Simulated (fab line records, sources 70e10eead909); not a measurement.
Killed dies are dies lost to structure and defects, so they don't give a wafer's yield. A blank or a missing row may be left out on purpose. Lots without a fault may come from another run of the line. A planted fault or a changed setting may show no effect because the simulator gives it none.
fab line records | flow nand_harc | part 1 of 2: steps 1 to 5 of 6
record lots=9 wafers=27 last_day=31
route steps=1302 shown A_CHANNEL_HOLE_D1@483 A_CHANNEL_FILL_D1@504 END@1301
lots that met no fault: from a run of the same line without faults
start_h: hours from the record's first day to the start of the lot's first wafer shown | wait_h: hours since the lot's step before | " the same as in the row above | L1.1+2: a row that stands for several wafers | - no value, or no start given | * or withheld: withheld | < > ~ a bound
route shown NAME@n: a module of which the file shows steps, and the number in the route of the first | usual: mean/standard deviation of fault-free wafers | same: alike in all rows | chamber/n: place in a boat | sites: the reading at each site | _std_site: their standard deviation | _edge_site: outer sites' mean less inner sites' | radius_mm: how far each site lies from the wafer's centre | mask NAME#n: copy n | behind: the tool/chamber that last shaped the wafer | hold: why the lot was held/for how many hours/how that ended | device: the transistor (n, p or np) that didn't switch | end of line: the same wafers' tests at the end of the route | a step without rows: its recipe alone | killed: dies lost to structure and defects at the first sort, not the wafer's yield | map: a wafer's dies, x killed, . not, _ none there
set.NAME: the setting as run; set.NAME@STEP: as run at that earlier step | model.NAME: the simulator's own value behind a step, which no gauge read
steps of the route over a sample of lots; a table a step, a row a wafer
services: from which hour (start_h, from the record's first day; less than 0 if before it) a tool's chamber was out of use, for how many hours, and why
## steps
# step NHARC_A_CHANNEL_HOLE_D1_ETCH_44
# recipe target_depth_a=1400 overetch_a=140 time_s=77 ion_energy_ev=100 cf4_flow_sccm=80 o2_flow_sccm=20 ar_flow_sccm=0 rf_w=300 bias_w=100 chemistry=CF4/O2
# usual drypump_motor_current_A=5.8/0.37 oes_ar_750_au=1.000/0.0047 oes_product_au=1.005/0.01 rf_vpp_V=197.5/1.2 showerhead_plenum_p_Torr=1.33/0.045 throttle_valve_pct=13.398/0.009
# columns lot.wafer tool chamber start_h wait_h drypump_motor_current_A oes_ar_750_au oes_product_au rf_hours_counter_h rf_vpp_V showerhead_plenum_p_Torr throttle_valve_pct
L258.3 rie_diel-03 2 219.02 0.1 6.4 0.998 1.002 8 196.0 1.28 13.416
L258.1 " 0 " " 5.4 1.005 1.006 9 199.4 1.37 13.391
L258.5 " 2 " " 6.4 1.000 1.001 - 195.7 1.28 13.402
L263.1 rie_diel-03 1 266.29 0.1 6.1 1.002 1.002 13 197.7 1.30 13.388
L263.3 " 2 " " 6.3 1.004 1.011 12 195.5 1.28 13.401
L263.5 " 1 " " 6.1 1.003 1.005 - 196.9 1.30 13.396
L262.2 rie_diel-03 0 266.93 0.1 5.4 1.005 1.002 13 197.7 1.37 13.407
L262.4 " 1 " " 6.1 1.001 0.997 13 198.9 1.30 13.396
L262.1 " 2 " " 6.4 1.000 1.019 13 196.2 1.28 13.406
L266.3 rie_diel-03 1 301.01 0.1 6.1 1.001 1.002 1 196.7 1.30 13.402
L266.5 " 1 " " 6.1 1.000 1.009 - 195.9 1.30 13.418
L266.6 " 2 " " 6.3 1.005 1.007 - 196.8 1.28 13.403
L268.2 rie_diel-03 0 315.57 0.0 5.4 0.997 1.008 2 198.3 1.36 13.399
L268.1 " 1 " " 6.1 1.000 1.004 3 196.6 1.30 13.389
L268.4 " 2 " " 6.3 1.002 1.006 3 196.4 1.28 13.396
L270.1 rie_diel-03 0 329.29 0.1 5.4 0.994 1.003 4 198.0 1.36 13.395
L270.2 " 2 " " 6.4 0.997 0.995 4 196.1 1.28 13.394
L270.4 " 1 " " 6.1 0.998 0.997 - 196.6 1.30 13.395
L269.2 rie_diel-03 1 331.62 0.1 6.1 0.999 1.000 5 198.9 1.30 13.403
L269.5 " 1 " " 6.1 1.002 1.006 - 195.8 1.30 13.407
L269.6 " 2 " " 6.4 1.004 0.997 - 197.1 1.28 13.391
L271.3 rie_diel-07 0 348.16 0.1 6.0 0.994 0.989 10 194.8 1.25 13.409
L271.5 " 3 " " 5.4 1.008 0.994 - 197.0 1.28 13.396
L271.6 " 0 " " 6.0 1.009 0.988 - 194.4 1.25 13.391
L272.2 rie_diel-10 3 353.72 0.1 5.5 1.010 1.004 29 194.3 1.27 13.392
L272.1 " 0 " " 5.5 1.004 1.018 34 196.9 1.29 13.405
L272.4 " 1 " " 5.3 0.993 0.983 - 197.8 1.35 13.389
# step NHARC_A_CHANNEL_HOLE_D1_STRIP_27
# recipe o2_flow_sccm=500 ar_flow_sccm=0 bias_w=0 chemistry=O2
# usual drypump_motor_current_A=5.9/0.37 oes_product_au=1.004/0.011 rf_vpp_V=57.6/0.82 showerhead_plenum_p_Torr=3.49/0.11 throttle_valve_pct=17.035/0.0094
# columns lot.wafer tool chamber start_h wait_h drypump_motor_current_A oes_product_au rf_hours_counter_h rf_vpp_V showerhead_plenum_p_Torr throttle_valve_pct
L258.3 rie_diel-03 2 - - 6.4 1.010 8 58.1 3.39 17.047
L258.1 " 3 " " 5.7 1.026 8 57.9 3.64 17.026
L258.5 " 1 " " 6.1 1.007 - 59.0 3.44 17.036
L263.1 rie_diel-03 3 - - 5.7 1.016 12 58.6 3.64 17.038
L263.3 " 1 " " 6.1 0.996 13 58.1 3.44 17.049
L263.5 " 0 " " 5.5 0.992 - 58.5 3.61 17.041
L262.4 rie_diel-03 0 - - 5.5 1.015 13 57.3 3.61 17.036
L262.2 " 2 " " 6.4 1.006 13 55.4 3.38 17.030
L262.1 " 3 " " 5.7 1.030 12 57.3 3.64 17.031
L266.3 rie_diel-03 1 - - 6.1 0.997 1 56.8 3.44 17.042
L266.6 " 2 " " 6.3 0.995 - 57.6 3.38 17.039
L266.5 " 3 " " 5.7 0.996 - 57.2 3.64 17.041
L268.2 rie_diel-03 3 - - 5.7 0.999 2 58.2 3.63 17.045
L268.1 " 1 " " 6.1 1.001 3 57.0 3.44 17.040
L268.4 " 2 " " 6.4 0.995 3 56.7 3.38 17.040
L270.2 rie_diel-03 1 - - 6.1 1.008 4 58.3 3.43 17.045
L270.1 " 2 " " 6.4 0.998 4 55.3 3.38 17.031
L270.4 " 1 " " 6.1 1.002 - 58.1 3.43 17.047
L269.2 rie_diel-03 2 - - 6.4 0.991 4 57.8 3.38 17.026
L269.5 " 1 " " 6.1 0.993 - 57.7 3.43 17.029
L269.6 " 0 " " 5.5 0.995 - 57.2 3.60 17.053
L271.3 rie_diel-07 0 - - 6.0 0.984 10 57.0 3.33 17.025
L271.6 " 3 " " 5.5 0.979 - 58.1 3.40 17.045
L271.5 " 0 " " 5.9 0.977 - 57.5 3.33 17.030
L272.1 rie_diel-10 1 - - 5.3 0.997 36 57.2 3.58 17.029
L272.2 " 3 " " 5.5 1.000 29 58.4 3.37 17.025
L272.4 " 0 " " 5.5 1.015 - 58.2 3.41 17.028
# step NHARC_A_CHANNEL_HOLE_D1_XSEM_31
# recipe landing_energy_ev=35000
# usual bot_cd_nm=73.9/1.6 bow_nm=8.64/0.2 tilt_deg=0.08/0.039
# columns lot.wafer tool chamber start_h wait_h bot_cd_nm bow_nm tilt_deg
L258.1 xsem-01 0 219.90 0.1 77.1 8.78 0.09
L258.3 " 0 " " 72.7 8.79 0.09
L258.5 " 0 " " 75.9 8.75 0.09
L263.1 xsem-02 0 267.17 0.1 74.4 8.69 0.13
L263.3 " 0 " " 73.5 8.78 0.13
L263.5 " 0 " " 74.0 8.73 0.13
L262.1 xsem-01 0 267.81 0.1 74.4 8.63 0.11
L262.2 " 0 " " 74.4 8.65 0.12
L262.4 " 0 " " 73.1 8.58 0.11
L266.3 xsem-01 0 301.89 0.1 72.5 8.48 0.03
L266.5 " 0 " " 73.5 8.48 0.04
L266.6 " 0 " " 72.5 8.55 0.03
L268.1 xsem-01 0 316.46 0.1 74.8 8.85 0.08
L268.2 " 0 " " 72.6 8.82 0.08
L268.4 " 0 " " 74.1 8.84 0.08
L270.1 xsem-01 0 330.31 0.1 71.8 8.87 0.07
L270.2 " 0 " " 71.4 8.85 0.07
L270.4 " 0 " " 72.0 8.86 0.07
L269.2 xsem-02 0 332.63 0.1 72.0 8.75 0.05
L269.5 " 0 " " 74.1 8.70 0.05
L269.6 " 0 " " 75.2 8.74 0.05
L271.3 xsem-01 0 349.05 0.1 75.2 8.73 0.13
L271.5 " 0 " " 74.7 8.65 0.13
L271.6 " 0 " " 74.9 8.70 0.13
L272.1 xsem-02 0 354.73 0.1 73.0 8.45 0.03
L272.2 " 0 " " 76.3 8.40 0.03
L272.4 " 0 " " 75.4 8.53 0.03
# step NHARC_A_CHANNEL_FILL_D1_CVD_05
# recipe target_thk_a=50 temp_c=550 material=poly-Si
# usual spike_tc_bottom_C=573.6/1.2 spike_tc_centre_C=550.6/1.5 spike_tc_lower_C=549.8/0.88 spike_tc_top_C=568.6/1.4 spike_tc_upper_C=549.3/1
# columns lot.wafer tool chamber start_h wait_h spike_tc_bottom_C spike_tc_centre_C spike_tc_lower_C spike_tc_top_C spike_tc_upper_C
L258.1 lpcvd_poly-03 0 246.91 2.3 574.2 550.4 550.1 567.0 549.1
L258.3 " 0 " " 575.2 550.8 550.3 569.0 548.2
L258.5 " 0 " " 572.9 551.1 549.9 566.7 550.1
L262.1 lpcvd_poly-03 0 298.65 2.3 575.8 548.3 548.3 568.2 551.9
L262.2 " 0 " " 576.1 549.7 548.7 568.1 549.8
L262.4 " 0 " " 573.9 550.5 551.1 568.2 549.2
L263.1 lpcvd_poly-03 0 298.65 2.3 575.1 549.9 550.3 568.6 549.6
L263.3 " 0 " " 571.4 551.1 549.3 567.9 548.2
L263.5 " 0 " " 573.2 549.4 550.2 567.4 548.3
L266.3 lpcvd_poly-03 0 327.58 2.3 573.1 549.5 549.9 567.8 550.2
L266.5 " 0 " " 574.8 550.2 550.3 570.9 549.3
L266.6 " 0 " " 575.0 551.4 547.9 568.7 550.2
L268.1 lpcvd_poly-03 0 343.32 2.3 572.8 550.1 549.5 568.8 549.4
L268.2 " 0 " " 573.3 551.1 549.6 567.7 549.8
L268.4 " 0 " " 574.3 549.0 548.4 567.1 548.7
L269.2 lpcvd_poly-03 0 357.40 2.2 583.5 558.8 560.8 577.0 559.6
L269.5 " 0 " " 584.1 561.6 560.2 579.9 557.6
L269.6 " 0 " " 585.2 560.6 559.6 576.4 561.1
L270.1 lpcvd_poly-03 0 357.40 2.3 582.9 558.9 560.3 578.1 560.3
L270.2 " 0 " " 586.4 559.8 561.3 576.5 560.0
L270.4 " 0 " " 584.2 559.0 560.3 579.6 559.7
L271.3 lpcvd_poly-03 0 376.58 3.0 584.9 560.7 561.1 577.8 559.7
L271.5 " 0 " " 585.7 560.2 561.6 579.9 560.5
L271.6 " 0 " " 584.5 561.0 559.6 577.3 559.6
L272.1 lpcvd_poly-01 0 383.25 - 572.3 552.9 550.7 570.7 549.1
L272.2 " 0 " " 572.7 551.5 548.4 570.7 548.9
L272.4 " 0 " " 572.4 552.8 547.8 569.0 547.8
# step NHARC_END_WLT_00
# usual VT_DECK1_BOTTOM=0.869/0.0072 VT_DECK1_BOTTOM_INNER=0.869/0.0074 VT_DECK1_MEDIAN_NEAR_BOTTOM=0.869/0.008 VT_DECK1_MEDIAN_NEAR_BOTTOM_INNER=0.870/0.0077 VT_DECK1_MIDDLE=0.883/0.0075 VT_DECK1_MIDDLE_INNER=0.883/0.0068 VT_DECK1_TOP=0.895/0.0068 VT_DECK1_TOP_INNER=0.895/0.007 VT_DECK2_BOTTOM=0.872/0.0064 VT_DECK2_BOTTOM_INNER=0.872/0.0056 VT_DECK2_MEDIAN_NEAR_BOTTOM=0.873/0.0067 VT_DECK2_MEDIAN_NEAR_BOTTOM_INNER=0.873/0.0064 VT_DECK2_MIDDLE=0.885/0.0054 VT_DECK2_MIDDLE_INNER=0.885/0.0059 VT_DECK2_TOP=0.897/0.0058 VT_DECK2_TOP_INNER=0.897/0.006
# columns lot.wafer tool chamber start_h wait_h hold VT_DECK1_BOTTOM VT_DECK1_BOTTOM_INNER VT_DECK1_MEDIAN_NEAR_BOTTOM VT_DECK1_MEDIAN_NEAR_BOTTOM_INNER VT_DECK1_MIDDLE VT_DECK1_MIDDLE_INNER VT_DECK1_TOP VT_DECK1_TOP_INNER VT_DECK2_BOTTOM VT_DECK2_BOTTOM_INNER VT_DECK2_MEDIAN_NEAR_BOTTOM VT_DECK2_MEDIAN_NEAR_BOTTOM_INNER VT_DECK2_MIDDLE VT_DECK2_MIDDLE_INNER VT_DECK2_TOP VT_DECK2_TOP_INNER
L258.1 prober-01 - 611.60 0.8 - 0.875 0.877 0.876 0.877 0.882 0.881 0.891 0.890 0.880 0.874 0.881 0.872 0.889 0.894 0.901 0.902
L258.3 " - 612.60 1.8 - 0.871 0.868 0.865 0.860 0.878 0.870 0.894 0.884 0.874 0.879 0.886 0.868 0.899 0.893 0.907 0.910
L258.5 " - 613.61 2.8 - 0.865 0.867 0.864 0.865 0.882 0.894 0.895 0.891 0.876 0.872 0.883 0.880 0.893 0.889 0.906 0.901
L262.1 prober-02 - 635.07 0.1 - 0.873 0.864 0.868 0.873 0.883 0.891 0.897 0.899 0.876 0.872 0.874 0.871 0.885 0.885 0.894 0.887
L262.2 " - " " - 0.876 0.871 0.869 0.869 0.891 0.882 0.903 0.903 0.865 0.872 0.875 0.868 0.884 0.881 0.889 0.895
L262.4 " - 636.58 1.6 - 0.868 0.869 0.867 0.869 0.883 0.886 0.909 0.898 0.861 0.867 0.864 0.867 0.876 0.878 0.886 0.902
L263.1 prober-02 - 642.82 7.8 - 0.863 0.865 0.871 0.868 0.872 0.877 0.885 0.894 0.868 0.869 0.867 0.864 0.876 0.881 0.891 0.896
L263.3 " - 643.82 8.8 - 0.866 0.864 0.853 0.862 0.885 0.878 0.889 0.892 0.866 0.874 0.869 0.863 0.879 0.880 0.890 0.904
L263.5 " - 644.83 9.8 - 0.864 0.872 0.862 0.873 0.881 0.877 0.889 0.896 0.862 0.862 0.868 0.865 0.873 0.881 0.894 0.892
L268.1 prober-01 - 683.14 0.0 - 0.875 0.884 0.884 0.875 0.894 0.895 0.907 0.903 0.861 0.868 0.873 0.878 0.887 0.883 0.897 0.891
L268.2 " - " " - 0.873 0.868 0.862 0.871 0.889 0.891 0.905 0.909 0.873 0.873 0.873 0.861 0.877 0.883 0.902 0.891
L268.4 " - " " - 0.870 0.869 0.885 0.869 0.887 0.885 0.898 0.896 0.879 0.872 0.876 0.867 0.889 0.884 0.889 0.889
L266.3 prober-02 - 692.43 1.1 - 0.870 0.865 0.856 0.863 0.883 0.881 0.889 0.899 0.881 0.875 0.877 0.872 0.884 0.885 0.905 0.905
L266.5 " - 693.44 2.1 - 0.860 0.865 0.867 0.864 0.879 0.876 0.899 0.894 0.867 0.881 0.884 0.884 0.884 0.887 0.903 0.903
L266.6 " - " " - 0.868 0.868 0.863 0.868 0.882 0.868 0.888 0.890 0.876 0.877 0.891 0.878 0.889 0.884 0.897 0.904
L270.1 prober-01 - 707.16 0.0 await_dispo/0.2h/release 0.925 0.915 0.925 0.924 0.938 0.941 0.969 0.952 0.876 0.881 0.880 0.873 0.882 0.892 0.901 0.896
L270.2 " - " " await_dispo/0.2h/release 0.921 0.928 0.927 0.924 0.937 0.945 0.966 0.957 0.875 0.877 0.878 0.884 0.887 0.890 0.905 0.896
L270.4 " - " " await_dispo/0.2h/release 0.923 0.918 0.922 0.919 0.943 0.940 0.972 0.966 0.873 0.872 0.877 0.873 0.887 0.884 0.893 0.902
L270.1 prober-01 - 714.99 7.3 - 0.922 0.923 0.920 0.928 0.938 0.947 0.962 0.968 0.876 0.880 0.888 0.881 0.889 0.887 0.902 0.908
L270.2 " - " " - 0.915 0.924 0.922 0.925 0.952 0.946 0.964 0.962 0.872 0.878 0.875 0.875 0.893 0.883 0.893 0.900
L270.4 " - " " - 0.924 0.919 0.927 0.925 0.945 0.941 0.968 0.960 0.869 0.874 0.871 0.870 0.895 0.895 0.896 0.903
L269.2 prober-02 - 707.67 0.6 await_dispo/0.2h/release 0.929 0.924 0.935 0.921 0.948 0.956 0.968 0.967 0.865 0.867 0.866 0.864 0.884 0.890 0.895 0.901
L269.5 " - 709.16 2.0 await_dispo/0.2h/release 0.934 0.936 0.933 0.934 0.955 0.952 0.965 0.973 0.871 0.871 0.883 0.872 0.892 0.881 0.900 0.904
L269.6 " - " " await_dispo/0.2h/release 0.945 0.932 0.950 0.934 0.954 0.949 0.971 0.971 0.867 0.871 0.878 0.869 0.883 0.885 0.897 0.886
L269.2 prober-02 - 715.41 7.2 - 0.928 0.923 0.931 0.925 0.949 0.947 0.969 0.960 0.872 0.867 0.863 0.867 0.886 0.884 0.896 0.890
L269.5 " - 716.89 7.2 - 0.931 0.928 0.940 0.934 0.951 0.955 0.963 0.969 0.866 0.876 0.873 0.877 0.889 0.892 0.893 0.905
L269.6 " - " " - 0.944 0.930 0.941 0.939 0.950 0.953 0.975 0.979 0.872 0.862 0.870 0.875 0.881 0.883 0.904 0.899
L272.1 prober-02 - 714.91 7.8 - 0.858 0.869 0.870 0.870 0.877 0.890 0.888 0.891 0.871 0.872 0.872 0.871 0.878 0.881 0.890 0.893
L272.2 " - " " - 0.881 0.870 0.872 0.876 0.883 0.889 0.904 0.897 0.870 0.872 0.873 0.874 0.882 0.879 0.898 0.896
L272.4 " - 716.41 9.3 - 0.882 0.872 0.875 0.871 0.881 0.883 0.896 0.893 0.864 0.864 0.857 0.871 0.879 0.878 0.887 0.886
L271.3 prober-01 - 716.00 1.3 await_dispo/0.2h/release 0.928 0.937 0.930 0.934 0.954 0.947 0.957 0.957 0.863 0.859 0.868 0.870 0.881 0.879 0.896 0.895
L271.5 " - 717.01 2.3 await_dispo/0.2h/release 0.933 0.930 0.933 0.936 0.959 0.958 0.956 0.966 0.880 0.867 0.871 0.871 0.883 0.880 0.902 0.893
L271.6 " - " " await_dispo/0.2h/release 0.932 0.939 0.930 0.932 0.955 0.950 0.968 0.956 0.857 0.866 0.871 0.873 0.887 0.877 0.893 0.891
L271.3 prober-01 - 723.84 7.3 - 0.921 0.926 0.941 0.941 0.948 0.945 0.958 0.963 0.866 0.863 0.866 0.867 0.882 0.882 0.897 0.900
L271.5 " - 724.85 7.3 - 0.934 0.931 0.933 0.924 0.946 0.952 0.959 0.963 0.885 0.874 0.883 0.873 0.890 0.887 0.895 0.893
L271.6 " - " " - 0.943 0.936 0.932 0.935 0.950 0.950 0.965 0.959 0.870 0.870 0.875 0.871 0.886 0.892 0.892 0.894
## key
first_sign step=NHARC_A_CHANNEL_FILL_D1_CVD_05 reading=spike_tc_lower_C direction=up sigmas=12 usual=549.8 struck=560.5
effect step=NHARC_A_CHANNEL_FILL_D1_CVD_05 reading=spike_tc_upper_C direction=up sigmas=10 usual=549.3 struck=559.8
effect step=NHARC_END_WLT_00 reading=VT_DECK1_TOP direction=up sigmas=10 usual=0.895 struck=0.966
effect step=NHARC_END_SORT_01 reading=hold direction=added
met_at NHARC_A_CHANNEL_FILL_D1_CVD_05
struck_lots L269,L270,L271
tester_left_out L269,L270,L271
not_acting_at NHARC_A_CHANNEL_HOLE_D1_ETCH_44,NHARC_A_CHANNEL_HOLE_D1_STRIP_27,NHARC_A_CHANNEL_HOLE_D1_XSEM_31
onset_between 343.32 357.40
fault kind=process_parameter_drift tool=lpcvd_poly-03 chamber=- onset_h=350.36 steps=NHARC_A_CHANNEL_FILL_D1_CVD_05 channel=temp_c offset=* shape=step end_h=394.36 acts_in=* stated=*
# tester_left_out: of these lots the tester's yield and bins aren't shown, on N5 and GAA mostly nor the transistor test; their killed dies are dies lost to structure and defects alone, not to doping, threshold or leakage, so they don't give the yield
